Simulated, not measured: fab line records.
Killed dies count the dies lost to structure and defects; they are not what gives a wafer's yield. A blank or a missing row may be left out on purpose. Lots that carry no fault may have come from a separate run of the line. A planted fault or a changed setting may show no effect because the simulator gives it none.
fab line records	flow n5Finfet
[record] lots = 6	wafers = 16	lastDay = 18
route steps=1938 shown BEOL_M10@1500 PASSIVATION@1936
lots that met no fault: taken from a fault-free run of the same line
startH: hours from the record's opening day to when the first of the lot's shown wafers began	waitH: time in hours since the lot's previous step	" identical to the entry in the row above	L1.1+2: several wafers, shown together as one row	- value missing, or start not given	* or withheld: withheld	< > ~ a bound
route shown NAME@n: names a module that has steps shown in the file, with the first one's number in the route	usual: mean/standard deviation of fault-free wafers	same: alike in all rows	chamber/n: place in a boat	sites: per-site readings	_std_site: the values' standard deviation	_edge_site: mean of outer sites minus mean of inner sites	radiusMm: how far each site lies from the wafer's centre	mask NAME#n: copy n	behind: the last tool/chamber to shape the wafer	hold: cause of the lot's hold/its duration in hours/its outcome	device: which transistor (n, p or np) failed to switch	end of line: tests run on the same wafers once the route is complete	where a step has no rows: the recipe by itself	killed: not the wafer's yield, but the dies lost to structure and defects at the first sort	map: shows each die of a wafer: x if killed, . if not, _ if none is there
set.NAME: setting as actually run; set.NAME@STEP: the setting as run at that earlier step	model.NAME: the simulator's own value behind a step, which no gauge read
certain route steps with their lots: each step a table, each wafer a row
services: the hour from which a tool's chamber was out of use, counted from the record's first day as startH (under 0 if before that day), plus the number of hours and why
[[steps]]
[step N5_BEOL_M10_PEB_26]
[recipe] pebTempC = withheld	pebTimeS = 60	resist = CAR-ArF
[step N5_BEOL_M10_DEVELOP_27]
[recipe] developTimeS = 30	developer = TMAH	resist = CAR-ArF	rinseLiquid = diw	dry = airSpin	devTempC = 23
[step N5_BEOL_M10_CD_MEAS_28]
[recipe] targetCdNm = 70	landingEnergyEv = 500	detector = seInlens	polarity = opening
[usual] cdNm = 69.5/1
lot.wafer	tool	chamber	startH	waitH	cdNm
L738.4	cdSem-03	0	214.85	-	67.4
L738.5	"	0	"	"	69.9
L738.6	"	0	"	"	68.9
L740.1	cdSem-01	0	235.56	-	69.1
L740.2	"	0	"	"	68.2
L740.6	"	0	"	"	68.5
L755.2	cdSem-02	0	334.71	-	68.6
L755.3	"	0	"	"	70.1
L755.4	"	0	"	"	69.8
L758.4	cdSem-03	0	344.36	-	70.0
L758.6	"	0	"	"	70.6
L757.1	cdSem-02	0	347.39	-	69.5
L757.3	"	0	"	"	69.4
L757.5	"	0	"	"	68.4
L756.1	cdSem-02	0	360.67	-	68.4
L756.5	"	0	"	"	68.4
[step N5_BEOL_M10_OVL_MEAS_29]
[recipe] pointsPerWafer = 44
[usual] V9_OVL = -0.3/0.69
lot.wafer	tool	chamber	startH	waitH	V9_OVL[nm]
L738.4	overlay-02	0	214.88	0.0	0.0
L738.5	"	0	"	"	-1.0
L738.6	"	0	"	"	-0.2
L740.1	overlay-02	0	235.59	0.0	-0.8
L740.2	"	0	"	"	-0.8
L740.6	"	0	"	"	-2.1
L755.2	overlay-02	0	334.77	0.1	-0.7
L755.3	"	0	"	"	-1.4
L755.4	"	0	"	"	-0.7
L758.4	overlay-01	0	344.39	0.0	-0.1
L758.6	"	0	"	"	-0.5
L757.1	overlay-01	0	347.42	0.0	0.0
L757.3	"	0	"	"	0.4
L757.5	"	0	"	"	0.5
L756.1	overlay-02	0	360.70	0.0	-1.4
L756.5	"	0	"	"	-1.8
[step N5_BEOL_M10_INSPECT_30]
[recipe] mode = adi	inspectInstrument = brightfield
[usual] rawDefectCount = 396/93
lot.wafer	tool	chamber	startH	waitH	rawDefectCount
L738.4	defectInspect-01	-	214.90	0.0	688
L738.5	"	-	"	"	460
L738.6	"	-	"	"	431
L740.1	defectInspect-02	-	235.61	0.0	340
L740.2	"	-	"	"	400
L740.6	"	-	"	"	320
L755.2	defectInspect-01	-	334.79	0.0	455
L755.3	"	-	"	"	377
L755.4	"	-	"	"	344
L758.4	defectInspect-02	-	344.41	0.0	429
L758.6	"	-	"	"	604
L757.1	defectInspect-02	-	347.45	0.0	332
L757.3	"	-	"	"	275
L757.5	"	-	"	"	328
L756.1	defectInspect-01	-	360.73	0.0	312
L756.5	"	-	"	"	310
[step N5_BEOL_M10_DESCUM_33]
[recipe] chemistry = O2	timeS = 7.9	sourcePowerW = 50	biasPowerW = 20	pressureMtorr = 20	rfFrequencyHz = 2.712e+07	tempC = 40	resist = CAR-ArF	o2FlowSccm = 225
[usual] biasPowerW = 20.00/0.056	chamberPressureMTorr = 20.001/0.018	drypumpMotorCurrentA = 5.4/0.43	o2FlowSccm = 225.0/0.64	oesProductAu = 0.79/0.068	rfVppV = 243.8/1.2	showerheadPlenumPTorr = 2.13/0.064	throttleValvePct = 20.43/0.26
lot.wafer	tool	chamber	startH	waitH	biasPowerW	chamberPressureMTorr	drypumpMotorCurrentA	o2FlowSccm	oesProductAu	rfHoursCounterH	rfVppV	showerheadPlenumPTorr	throttleValvePct
L738.4	rieDiel-01	1	215.24	0.3	19.99	19.982	5.7	225.9	0.86	42	244.3	2.22	20.65
L738.5	"	1	"	"	19.96	20.010	5.7	225.6	0.87	-	245.9	2.22	20.65
L738.6	"	2	"	"	20.04	19.979	5.2	225.2	0.79	-	243.6	2.09	19.95
L740.1	rieDiel-05	2	235.64	0.0	20.10	20.000	5.2	226.0	0.96	7	243.3	2.15	20.10
L740.2	"	0	"	"	20.00	19.987	5.4	224.3	0.85	76	243.0	2.02	20.47
L740.6	"	0	"	"	20.10	20.008	5.4	225.1	0.86	-	242.1	2.02	20.47
L755.2	rieDiel-05	3	335.04	0.3	19.90	19.996	5.1	224.7	0.78	133	244.1	2.11	20.68
L755.3	"	1	"	"	20.00	19.999	5.6	225.7	0.72	191	243.6	2.21	20.31
L755.4	"	0	"	"	20.09	20.000	5.4	225.1	0.82	107	240.3	2.01	20.54
L758.4	rieDiel-02	3	344.51	0.1	20.04	20.004	5.2	225.0	0.70	185	243.4	2.09	20.63
L758.6	"	0	"	"	19.97	19.997	4.9	225.4	0.73	-	242.2	2.07	20.46
L757.1	rieDiel-05	0	347.53	0.1	19.98	20.019	5.4	224.6	0.81	111	242.8	2.01	20.53
L757.3	"	3	"	"	19.97	20.037	5.1	223.7	0.78	138	242.6	2.11	20.68
L757.5	"	0	"	"	20.02	20.028	5.4	225.1	0.81	-	243.0	2.01	20.53
L756.1	rieDiel-01	0	360.80	0.1	19.96	19.967	6.0	225.2	0.88	47	244.7	2.19	20.15
L756.5	"	0	"	"	19.93	19.986	6.1	225.7	0.88	-	244.8	2.20	20.17
[step N5_BEOL_M10_ETCH_65]
[recipe] chemistry = CF4	target = SiARC	targetDepthA = 390	maskMaterial = CAR-ArF	timeS = 65	ionEnergyEv = 80	pressureMtorr = 40	sourceW = 545	biasW = 36	Ar_flow_sccm = 100	cf4FlowSccm = 100	ends = cleared
[step N5_BEOL_M10_ETCH_66]
[recipe] chemistry = N2/H2	target = SOC	targetDepthA = 1200	overetchA = 240	maskMaterial = SiARC	tempC = 40	timeS = 180	ionEnergyEv = 200	pressureMtorr = 30	sourceW = 840	biasW = 150	n2FlowSccm = 200	h2FlowSccm = 200
[step N5_BEOL_M10_STRIP_69]
[recipe] chemistry = N2/H2	tempC = 40	n2FlowSccm = 200	h2FlowSccm = 200	rfFrequencyHz = 6e+07
[step N5_BEOL_M10_VIA_ETCH_34]
[recipe] chemistry = C4F6/O2	target = SiCOH_lowk	targetDepthA = 1845	maskMaterial = SOC	taperDeg = 4	timeS = 69.2	ionEnergyEv = 250	pressureMtorr = 30	sourceW = 345	biasW = 185	Ar_flow_sccm = 300	C4F6_flow_sccm = 10	O2_flow_sccm = 10
[step N5_BEOL_M10_STRIP_73]
[recipe] chemistry = C4F6/O2	resist = SiARC	rfFrequencyHz = 6e+07
[step N5_BEOL_M10_STRIP_36]
[recipe] chemistry = N2/H2	powerW = 450	tempC = 40	pressureMtorr = 20	rfFrequencyHz = 6e+07	overashFraction = 0.3	biasPowerW = 7	h2Frac = 0.5	n2FlowSccm = 200	h2FlowSccm = 200
[usual] biasPowerW = 6.999/0.019	chamberPressureMTorr = 20.00/0.04	drypumpMotorCurrentA = 5.4/0.43	oesProductAu = 0.79/0.068	rfVppV = 59.5/1.7	showerheadPlenumPTorr = 2.59/0.074	throttleValvePct = 23.7/0.41
lot.wafer	tool	chamber	startH	waitH	biasPowerW	chamberPressureMTorr	drypumpMotorCurrentA	oesProductAu	rfHoursCounterH	rfVppV	showerheadPlenumPTorr	throttleValvePct
L738.4	rieDiel-01	1	215.51	0.0	6.986	20.07	5.7	0.87	42	61.8	2.71	24.2
L738.5	"	1	"	"	7.014	19.99	5.7	0.88	-	59.9	2.71	24.2
L738.6	"	2	"	"	7.012	19.99	5.2	0.80	-	62.5	2.57	23.4
L740.1	rieDiel-05	2	235.92	0.0	6.966	19.99	5.1	0.99	7	60.1	2.62	23.6
L740.2	"	0	"	"	7.042	20.01	5.4	0.85	76	58.8	2.45	24.0
L740.6	"	0	"	"	6.992	19.99	5.4	0.86	-	60.4	2.45	24.0
L755.2	rieDiel-05	3	335.32	0.0	7.007	20.05	5.1	0.78	133	58.9	2.57	24.3
L755.3	"	1	"	"	7.018	20.05	5.6	0.73	191	58.7	2.60	22.8
L755.4	"	0	"	"	6.993	20.03	5.4	0.82	107	58.6	2.43	24.0
L758.4	rieDiel-02	3	344.78	0.0	6.988	20.09	5.2	0.70	185	60.5	2.54	23.8
L758.6	"	0	"	"	6.982	20.03	4.9	0.73	-	59.4	2.53	23.9
L757.1	rieDiel-05	0	347.80	0.0	6.993	19.97	5.4	0.83	111	60.3	2.43	24.0
L757.3	"	3	"	"	6.975	20.05	5.1	0.78	138	60.2	2.57	24.3
L757.5	"	0	"	"	6.994	19.98	5.4	0.81	-	58.1	2.43	24.0
L756.1	rieDiel-01	0	361.07	0.0	6.966	20.00	6.1	0.89	47	58.2	2.70	23.5
L756.5	"	0	"	"	6.990	19.94	6.0	0.88	-	62.5	2.70	23.6
[step N5_BEOL_M10_TRENCH_ETCH_37]
[recipe] chemistry = C4F6/O2	targetDepthA = 1488.3	target = SiCOH_lowk	timeS = 48	ionEnergyEv = 250	pressureMtorr = 30	sourceW = 345	biasW = 185	Ar_flow_sccm = 300	C4F6_flow_sccm = 10	O2_flow_sccm = 10
[usual] biasW = 184.9/0.53	chamberPressureMTorr = 29.999/0.026	drypumpMotorCurrentA = 5.4/0.43	oesProductAu = 0.79/0.069	rfVppV = 673/13	showerheadPlenumPTorr = 2.90/0.085	throttleValvePct = 20.92/0.28
lot.wafer	tool	chamber	startH	waitH	biasW	chamberPressureMTorr	drypumpMotorCurrentA	oesProductAu	rfHoursCounterH	rfVppV	showerheadPlenumPTorr	throttleValvePct	model.BEOL_M10.featureDepthNm	model.etch.depthNm
L738.4	rieDiel-01	1	215.55	-	184.7	29.978	5.7	0.86	42	684	3.01	21.19	148.2	148.3
L738.5	"	1	"	"	184.0	29.979	5.7	0.86	-	682	3.01	21.18	148.8	148.9
L738.6	"	2	"	"	184.8	30.007	5.2	0.77	-	679	2.85	20.51	142.2	142.2
L740.1	rieDiel-05	2	235.96	-	184.7	30.020	5.1	0.96	7	669	2.89	20.47	150	150.1
L740.2	"	0	"	"	184.8	29.992	5.4	0.87	76	653	2.77	21.11	154.8	154.9
L740.6	"	0	"	"	184.4	30.026	5.4	0.87	-	654	2.77	21.08	154.2	154.3
L755.2	rieDiel-05	3	335.36	-	184.6	30.037	5.1	0.77	133	681	2.84	21.04	145.8	145.8
L755.3	"	1	"	"	184.4	29.981	5.6	0.72	191	693	2.95	20.62	147	146.9
L755.4	"	0	"	"	160.1	29.989	5.4	0.79	107	582	2.76	21.13	145.8	145.7
L758.4	rieDiel-02	3	344.82	-	185.1	30.031	5.2	0.72	185	664	2.84	21.10	150.8	150.8
L758.6	"	0	"	"	185.1	30.004	4.9	0.72	-	687	2.79	20.77	148	148
L757.1	rieDiel-05	0	347.84	-	159.5	29.956	5.4	0.79	111	583	2.75	21.13	145.8	145.9
L757.3	"	3	"	"	185.0	30.013	5.1	0.77	138	681	2.84	21.03	147	147
L757.5	"	0	"	"	160.0	29.941	5.4	0.79	-	582	2.76	21.14	144.4	144.5
L756.1	rieDiel-01	0	361.11	-	184.7	30.003	6.0	0.89	47	691	2.98	20.70	153	153.1
L756.5	"	0	"	"	185.5	29.965	6.1	0.89	-	692	2.98	20.69	152.6	152.5
[step N5_BEOL_M10_ETCH_41]
[recipe] chemistry = CH3F/O2	target = SiCN	targetDepthA = 426	taperDeg = 2	timeS = 86	ionEnergyEv = 120	maskMaterial = TiN	pressureMtorr = 30	sourceW = 395	biasW = 75	Ar_flow_sccm = 150	CH3F_flow_sccm = 30	O2_flow_sccm = 20
[step N5_BEOL_M10_STRIP_77]
[recipe] chemistry = N2/H2	timeS = 10	powerW = 450	tempC = 40	pressureMtorr = 20	rfFrequencyHz = 6e+07	biasPowerW = 7	n2FlowSccm = 200	h2FlowSccm = 200
[step N5_BEOL_M10_OCD_MEAS_38]
[usual] trenchDepthNm = 148/3.9
lot.wafer	tool	chamber	startH	waitH	trenchDepthNm
L738.4	ocd-02	-	215.74	-	149
L738.5	"	-	"	"	149
L738.6	"	-	"	"	142
L740.1	ocd-02	-	236.14	-	150
L740.2	"	-	"	"	155
L740.6	"	-	"	"	154
L755.2	ocd-01	-	335.54	-	146
L755.3	"	-	"	"	147
L755.4	"	-	"	"	145
L758.4	ocd-01	-	345.00	-	151
L758.6	"	-	"	"	147
L757.1	ocd-02	-	348.02	-	146
L757.3	"	-	"	"	147
L757.5	"	-	"	"	145
L756.1	ocd-01	-	361.30	-	153
L756.5	"	-	"	"	153
[step N5_BEOL_M10_HM_STRIP_39]
[recipe] chemistry = peroxideTinStrip	material = TiN	targetDepthA = 250	tempC = 50	timeS = 158
[step N5_BEOL_M10_SRD_40]
[recipe] timeS = 30	tempC = 23	rinseLiquid = diw	dry = ipaMarangoni
[step N5_BEOL_M10_PRECLEAN_42]
[recipe] chemistry = residueRemover	timeS = 60	tempC = 40
[step N5_BEOL_M10_SRD_43]
[recipe] timeS = 30	tempC = 23	rinseLiquid = diw	dry = ipaMarangoni
[step N5_BEOL_M10_CD_MEAS_35]
[recipe] targetCdNm = 70	polarity = opening
[usual] cdNm = 69.6/0.89
lot.wafer	tool	chamber	startH	waitH	cdNm
L738.4	cdSem-03	-	215.89	0.0	69.5
L738.5	"	-	"	"	69.3
L738.6	"	-	"	"	69.6
L740.1	cdSem-01	-	236.29	0.0	69.8
L740.2	"	-	"	"	69.5
L740.6	"	-	"	"	70.6
L755.2	cdSem-01	-	335.70	0.0	71.0
L755.3	"	-	"	"	70.1
L755.4	"	-	"	"	70.5
L758.4	cdSem-01	-	345.16	0.0	71.2
L758.6	"	-	"	"	67.7
L757.1	cdSem-01	-	348.18	0.0	69.8
L757.3	"	-	"	"	69.6
L757.5	"	-	"	"	69.3
L756.1	cdSem-03	-	361.45	0.0	68.3
L756.5	"	-	"	"	69.5
[step N5_BEOL_M10_CURE_72]
[recipe] tempC = 370	timeS = 120	ambient = DMADMS/He	material = SiCOH_lowk
[usual] lampPowerPct = 52.32/0.053	wafer_temp_C_max = 372.1/0.62
lot.wafer	tool	chamber	startH	waitH	lampPowerPct	wafer_temp_C_max
L738.4	uvCure-01	2	216.08	0.2	52.30	372.0
L738.5	"	2	"	"	52.26	371.5
L738.6	"	2	"	"	52.30	372.0
L740.1	uvCure-01	2	236.33	0.0	52.31	372.5
L740.2	"	2	"	"	52.41	372.9
L740.6	"	2	"	"	52.29	372.6
L755.2	uvCure-01	2	335.91	0.2	52.37	372.5
L755.3	"	2	"	"	52.39	372.4
L755.4	"	2	"	"	52.29	371.6
L758.4	uvCure-02	0	345.34	0.2	52.29	371.7
L758.6	"	0	"	"	52.38	372.7
L757.1	uvCure-01	1	348.22	0.0	52.38	371.7
L757.3	"	1	"	"	52.31	371.9
L757.5	"	1	"	"	52.37	372.1
L756.1	uvCure-01	1	361.49	0.0	52.26	371.2
L756.5	"	1	"	"	52.19	371.2
[step N5_BEOL_M10_DEGAS_44]
[recipe] ambient = vacuum	tempC = 250	timeS = 60
[step N5_BEOL_M10_PRE_CLEAN_45]
[recipe] gas = H2/He	timeS = 30	tempC = 250
[step N5_BEOL_M10_ALD_74]
[recipe] material = TaN	targetThkA = 20	tempC = 275	aldPrecursorFamily = PDMAT	aldCoReactant = NH3	pressureTorr = 3	carrierFlowSccm = 1500	pulseTimeS = 2	purgeTimeS = 3	coReactantPurgeTimeS = 2	coReactantPulseTimeS = 3	aldCycles = 40	precursorVesselTempC = 75	precursorVesselPressureTorr = 26.25	precursorVesselCarrierSccm = 1000
[usual] heaterPowerW = 403/70	susceptorTempC = 275.03/0.18
[same] coReactantPurgeTimeS = 2
lot.wafer	tool	chamber	startH	waitH	heaterPowerW	susceptorTempC
L738.4	aldMetal-03	3	216.75	0.0	371	275.31
L738.5	"	3	"	"	377	275.27
L738.6	"	2	"	"	445	275.23
L740.1	aldMetal-03	1	236.83	0.0	502	275.04
L740.2	"	2	"	"	446	274.92
L740.6	"	2	"	"	451	275.24
L755.2	aldMetal-03	3	336.31	0.0	375	275.08
L755.3	"	2	"	"	441	275.23
L755.4	"	0	"	"	349	274.85
L758.4	aldMetal-03	0	345.75	0.2	340	274.98
L758.6	"	3	"	"	385	275.01
L757.1	aldMetal-02	3	349.06	0.1	315	274.71
L757.3	"	2	"	"	480	274.92
L757.5	"	2	"	"	476	274.98
L756.1	aldMetal-03	3	364.13	0.3	374	274.96
L756.5	"	3	"	"	376	275.04
[step N5_BEOL_M10_SURFACE_TREAT_76]
[recipe] gas = Ar	timeS = *	ionEnergyEv = *	ionCurrentMaCm2 = 0.5	pressureMtorr = *	arFlowSccm = 30
[step N5_BEOL_M10_CVD_75]
[recipe] material = Co	targetThkA = 20	tempC = withheld	precursor = CCTBA/H2	pressureTorr = 30	timeS = 138.9
[step N5_BEOL_M10_SPUTTER_48]
[recipe] material = Cu	targetThkA = 120	tempC = -20	biasV = 60	powerW = 26000	chamberPressurePa = 0.13	timeS = 2
[usual] susceptorTempC = -19.99/0.11	throttleValvePct = 29.9/0.81
lot.wafer	tool	chamber	startH	waitH	susceptorTempC	throttleValvePct
L738.4	pvdSputter-01	-	217.24	0.0	-20.02	30.0
L738.5	"	-	"	"	-20.00	30.2
L738.6	"	-	"	"	-20.16	30.6
L740.1	pvdSputter-02	-	237.41	0.1	-19.88	30.7
L740.2	"	-	"	"	-19.98	30.8
L740.6	"	-	"	"	-19.95	30.6
L755.2	pvdSputter-03	-	337.02	0.1	-20.08	29.4
L755.3	"	-	"	"	-19.82	30.7
L755.4	"	-	"	"	-20.10	29.3
L758.4	pvdSputter-01	-	346.24	0.1	-20.02	30.8
L758.6	"	-	"	"	-19.89	30.3
L757.1	pvdSputter-01	-	351.00	1.4	-20.10	30.1
L757.3	"	-	"	"	-19.78	29.2
L757.5	"	-	"	"	-20.03	30.4
L756.1	pvdSputter-03	-	364.82	0.1	-20.23	31.0
L756.5	"	-	"	"	-19.91	29.6
[step N5_BEOL_M10_ECD_50]
[recipe] material = Cu	targetThkA = 3180
[step N5_BEOL_M10_ANNEAL_51]
[recipe] tempC = 225	timeS = 90	ambient = N2
[step N5_BEOL_M10_CMP_52]
[recipe] stopOn = SiCOH_lowk	tOverpolishS = 7	downForcePsi = 1	platenRpm = 50	clearingPlatenDownForcePsi = 1.5	clearingPlatenRpm = 50	postCmpClean = cuAlkaline	targetThkNm = 140	clearingPlatenPadVelocityMS = 0.99484	padVelocityMS = 0.99484
[usual] barrierFieldEndpointS = 28.8/0.86	motorCurrentA = 6.0/0.65	overpolishRunS = 7.000/0.0096	retainingRingPressureFrac = 1.000/0.005	timeToEndpointS = 66/3.8
lot.wafer	tool	chamber	startH	waitH	barrierFieldEndpointS	motorCurrentA	overpolishRunS	retainingRingPressureFrac	timeToEndpointS	model.Cu_of_BEOL_M10_ECD_50.thkNm
L738.4	cmp-02	3	218.43	0.2	28.1	5.4	6.988	0.997	59	138
L738.5	"	0	"	"	28.1	6.3	6.997	0.997	64	139.8
L738.6	"	1	"	"	27.7	6.5	7.006	0.998	60	131.8
L740.2	cmp-02	1	238.03	0.3	28.1	6.3	6.999	1.007	64	145.8
L740.1	"	2	"	"	28.9	6.1	7.016	1.000	71	143
L740.6	"	0	"	"	27.5	6.7	6.997	1.003	66	146.6
L755.3	cmp-01	1	338.04	0.2	29.4	4.9	6.992	0.999	67	137.6
L755.2	"	2	"	"	27.7	6.5	7.020	0.999	64	137
L755.4	"	0	"	"	30.0	5.2	6.999	1.004	71	138.4
L758.4	cmp-04	2	346.84	0.2	29.1	5.5	6.999	0.998	63	142.6
L758.6	"	1	"	"	28.9	6.3	7.003	1.001	60	138.6
L757.3	cmp-02	3	351.61	0.2	27.2	5.7	6.998	0.999	61	135.2
L757.1	"	0	"	"	28.3	6.8	7.011	1.000	64	136.2
L757.5	"	1	"	"	28.2	6.5	7.027	1.001	63	134.2
L756.1	cmp-01	2	365.36	0.3	27.4	6.6	6.986	1.002	60	144.6
L756.5	"	3	"	"	29.9	6.6	6.999	1.005	70	144.4
[step N5_BEOL_M10_THK_MEAS_53]
[recipe] thkMeasGauge = xrf	reads = Cu_of_BEOL_M10_ECD_50
[usual] M10_THK = 140/4.3
lot.wafer	tool	chamber	startH	waitH	M10_THK[nm]
L738.4	filmMetro-02	-	218.62	-	139
L738.5	"	-	"	"	141
L738.6	"	-	"	"	134
L740.1	filmMetro-01	-	238.25	-	143
L740.2	"	-	"	"	146
L740.6	"	-	"	"	146
L755.2	filmMetro-02	-	338.34	-	138
L755.3	"	-	"	"	139
L755.4	"	-	"	"	140
L758.4	filmMetro-02	-	347.06	-	143
L758.6	"	-	"	"	140
L757.1	filmMetro-02	-	351.83	-	137
L757.3	"	-	"	"	135
L757.5	"	-	"	"	135
L756.1	filmMetro-02	-	365.65	-	146
L756.5	"	-	"	"	146
[step N5_PASSIVATION_PROBE_49]
[usual] defectLimitedYield = 90.9/1.6	killed_at_M0_to_M3 = 34/10	killed_at_M4_up = 13/5.4	killedAtContacts = 13/6	killedAtFrontEnd = 42/13	killedAtOther = 4/3.2	killedDies = 107/18	killedOpen = 69/14	killedShort = 35/7.7	sort_bin_4_leakage = 0.02/0.17	sort_bin_5_function = 5.3/1	sort_bin_6_memory = 3.3/0.75	sort_bin_8_speed = 0.00/0.015	sortNPass = 1073/19	sortYieldPct = 90.9/1.6
[same] grossDies = 1180	killedAtBackSide = 0
lot.wafer	tool	chamber	startH	waitH	defectLimitedYield[%]	killed_at_M0_to_M3	killed_at_M4_up	killedAtContacts	killedAtFrontEnd	killedAtOther	killedDies	killedOpen	killedShort	sort_bin_4_leakage[%]	sort_bin_5_function[%]	sort_bin_6_memory[%]	sort_bin_8_speed[%]	sortNPass	sortYieldPct[%]
L740.1	prober-01	-	287.51	0.0	91.3	33	15	13	32	10	103	64	32	0	5.2	3.1	0	1077	91.3
L740.2	prober-01	-	287.56	0.1	93.2	21	8	9	38	4	80	46	32	0.34	4.2	2.5	0	1096	92.9
L740.6	prober-01	-	287.76	0.3	91.0	37	6	26	35	2	106	66	40	0	5.4	3.4	0	1074	91.0
L758.4	prober-01	-	395.05	0.2	92.1	15	11	14	52	1	93	60	26	0	5.4	2.3	0	1087	92.1
L758.6	prober-01	-	395.15	0.3	91.4	39	9	12	37	4	101	66	34	0	4.8	3.6	0	1079	91.4
L756.1	prober-02	-	407.78	0.0	91.9	31	11	18	35	1	96	56	30	0	4.7	3.3	0	1084	91.9
L756.5	prober-02	-	407.98	0.2	93.2	39	7	5	25	4	80	47	32	0	3.6	3.0	0	1100	93.2
// killed by level:class
L740.1 FIN_SAQP:geometricParticle:short=9 MOL_CONTACT_COAG:geometricParticle:open=8 BEOL_M0_SAQP:geometricParticle:open=7 BEOL_M1:geometricParticle:open=6 BEOL_M4:geometricParticle:open=6 BEOL_M5:geometricParticle:open=6 MOL_CONTACT_COAG:geometricParticle:short=5 BEOL_M0_SAQP:geometricParticle:short=5
L740.2 FIN_SAQP:geometricParticle:open=9 MOL_CONTACT_COAG:geometricParticle:open=9 GATE_CUT:geometricParticle:short=8 STARTING-WAFER:geometricParticle:short=7 FIN_SAQP:geometricParticle:short=6 BEOL_M1:geometricParticle:open=6 BEOL_M2:geometricParticle:open=4 BEOL_M0_SAQP:geometricParticle:open=3
L740.6 MOL_CONTACT_COAG:geometricParticle:open=21 FIN_SAQP:geometricParticle:short=8 BEOL_M1:geometricParticle:short=8 BEOL_M1:geometricParticle:open=7 FIN_SAQP:geometricParticle:open=6 GATE_CUT:geometricParticle:short=5 MOL_CONTACT_COAG:geometricParticle:short=5 BEOL_M2:geometricParticle:open=5
L758.4 FIN_SAQP:geometricParticle:open=13 MOL_CONTACT_COAG:geometricParticle:open=9 FIN_SAQP:geometricParticle:short=8 STI_FIN_REVEAL:geometricParticle:open=7 FIN_CUT:areaEtch=6 DUMMY_GATE:geometricParticle:open=5 MOL_CONTACT_COAG:geometricParticle:short=5 BEOL_M0_SAQP:geometricParticle:open=4
L758.6 BEOL_M0_SAQP:geometricParticle:short=13 FIN_SAQP:geometricParticle:open=12 MOL_CONTACT_COAG:geometricParticle:open=10 BEOL_M3:geometricParticle:open=9 FIN_SAQP:geometricParticle:short=6 STI_FIN_REVEAL:geometricParticle:open=6 BEOL_M0:geometricParticle:open=6 BEOL_M0_SAQP:geometricParticle:open=5
L756.1 MOL_CONTACT_COAG:geometricParticle:open=14 FIN_SAQP:geometricParticle:open=8 BEOL_M1:geometricParticle:open=7 BEOL_M3:geometricParticle:short=7 STI_FIN_REVEAL:geometricParticle:open=6 BEOL_M0_SAQP:geometricParticle:short=6 BEOL_M4:geometricParticle:open=4 FIN_CUT:areaEtch=4
L756.5 BEOL_M0_SAQP:geometricParticle:short=12 BEOL_M1:geometricParticle:open=10 BEOL_M0_SAQP:geometricParticle:open=8 DUMMY_GATE:geometricParticle:open=5 BEOL_M2:geometricParticle:open=5 FIN_SAQP:geometricParticle:open=4 FIN_SAQP:geometricParticle:short=4 MOL_CONTACT_COAG:geometricParticle:open=4
[[services]]
tool	chamber	startH	hours	kind
cmp-02	-	192.32	1.3	repair
cmp-01	-	195.35	3.5	repair
cmp-04	-	199.06	17.2	pm
rieDiel-02	-	201.05	2.8	pm
aldMetal-02	-	218.63	1.0	repair
cmp-04	-	224.79	1.5	repair
cmp-01	-	228.23	0.9	repair
cmp-01	-	230.09	1.5	repair
cmp-02	-	239.41	4.0	pm
cmp-01	-	259.16	1.2	repair
cmp-02	-	263.19	4.4	pm
rieDiel-05	3	264.39	4.8	repair
rieDiel-05	-	272.79	2.8	pm
aldMetal-03	-	279.97	14.6	pm
cmp-01	-	281.15	0.8	repair
rieDiel-01	1	293.56	7.0	repair
aldMetal-03	-	300.56	8.7	pm
rieDiel-05	0	301.41	5.1	repair
pvdSputter-02	-	305.99	6.3	repair
aldMetal-02	0	310.04	68.7	repair
aldMetal-03	1	320.91	25.8	repair
rieDiel-02	2	322.94	2.0	repair
uvCure-01	-	341.40	4.3	pm
pvdSputter-02	-	359.20	3.8	repair
[[key]]
[firstSign] step = N5_BEOL_M10_TRENCH_ETCH_37	reading = biasW	direction = down	sigmas = 47	usual = *	struck = *
[effect] step = N5_BEOL_M10_TRENCH_ETCH_37	reading = rfVppV	direction = down	sigmas = 6.9	usual = 673	struck = 582
[modelEffect] step = N5_BEOL_M10_TRENCH_ETCH_37	value = BEOL_M10.featureDepthNm	without = 152.2	struck = 145.3
[modelEffect] step = N5_BEOL_M10_CMP_52	value = Cu_of_BEOL_M10_ECD_50.thkNm	without = 143.1	struck = 136.3
metAt N5_BEOL_M10_TRENCH_ETCH_37
struckWafers L755.4,L757.1,L757.5
onsetBetween 235.96 335.36
[fault] kind = processParameterDrift	tool = rieDiel-05	chamber = 0	onsetH = 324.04	steps = N5_BEOL_M10_TRENCH_ETCH_37	channel = biasW	offset = *	shape = step	endH = 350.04	actsIn = *	stated = *
